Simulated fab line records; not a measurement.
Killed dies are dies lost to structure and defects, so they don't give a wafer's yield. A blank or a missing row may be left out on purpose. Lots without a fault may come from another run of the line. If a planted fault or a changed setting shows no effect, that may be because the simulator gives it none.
Problem report, 8D (eight disciplines) form, completed by code -- flow n5_finfet -- the parts of the form that need people (team, actions taken, sign-off) are left out

== 1. THE PROBLEM ==
Wafers without a fault read 1500.1 rpm, standard deviation 1.1; spin_speed_rpm at N5_BEOL_M8_COAT_05 reads a mean of 1672.8 rpm on 6 wafers belonging to 2 lots. So: +99 or more standard deviations from the usual mean.
The step: resist thk 90 nm.
Seen first at day 11 07:49 on litho_track-03, wafer L659.1. The record holds 32 wafers of 12 lots with a number at this step. The rule behind "out" and "out of limits": a value lying over 4 standard deviations away from the usual mean. The other wafers with a number count as sound.

== 2. WHAT THIS IS AND IS NOT ==
question,is,is not
which readings at this step,spin_speed_rpm,resist_line_temp_C
which lots,"L655, L659","L652, L654, L666, L669, L670, L671, L672, L673, L674, L675"
which wafers of those lots,all that have a number,-
read on which tools,litho_track-03,"litho_track-02, litho_track-05"
when,from day 11 07:49,"up to then (6 sound wafers); but 20 sound wafers of L666, L669, L670, L671, L672, L673, L674, L675 came after"

== 3. THE SUSPECTS, EACH WITH WHAT RULES IT OUT ==
Counting: a tool at any process step up to the reading remains a suspect when it ran all the lots that are out and ran no sound lot after the first of those.
- pvd_sputter-03 at N5_BEOL_M7_DEGAS_44 (time 60 s): ruled out as a lasting fault. After its first lot that is out, L659 (day 11 04:20), sound lots L666, L673 ran on it.
- litho_track-03 at N5_BEOL_M8_COAT_05 (resist thk 90 nm): ruled out as a lasting fault. After its first lot that is out, L659 (day 11 07:49), sound lots L669, L675, L674 ran on it.
Left after counting: nothing in the record.

== 4. THE CAUSE (what the simulator had put in) ==
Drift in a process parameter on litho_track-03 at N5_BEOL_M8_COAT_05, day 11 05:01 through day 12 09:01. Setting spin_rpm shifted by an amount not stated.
Counting ruled it out, wrongly.

== 5. SEQUENCE OF EFFECTS, ordered by route ==
Rows list readings where the struck wafers' mean (over those with a number) sits beyond 3 standard deviations from the usual. Scope: only readings with a usual standard deviation given in the record; hours: median across lots of the time from each lot's start at the first step in this table that gives one to its start at this step; sigmas: change in usual standard deviations.
hours,step,reading,usual,on struck wafers,change,sigmas
0,N5_BEOL_M8_COAT_05,spin_speed_rpm,1500.1 rpm,1672.8,+172.7,+99 or more
The process steps in it:
- N5_BEOL_M8_COAT_05: resist thk 90 nm.
At these later measuring or inspecting steps, every struck wafer for which the step has a row has a number for every such reading, and none has moved that far: N5_BEOL_M8_CD_MEAS_11.

== 6. HOW IT WOULD HAVE BEEN CAUGHT EARLIER ==
3 hours passed between the start of the fault at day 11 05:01 and the first reading out of limits in this record, taken at day 11 07:49.
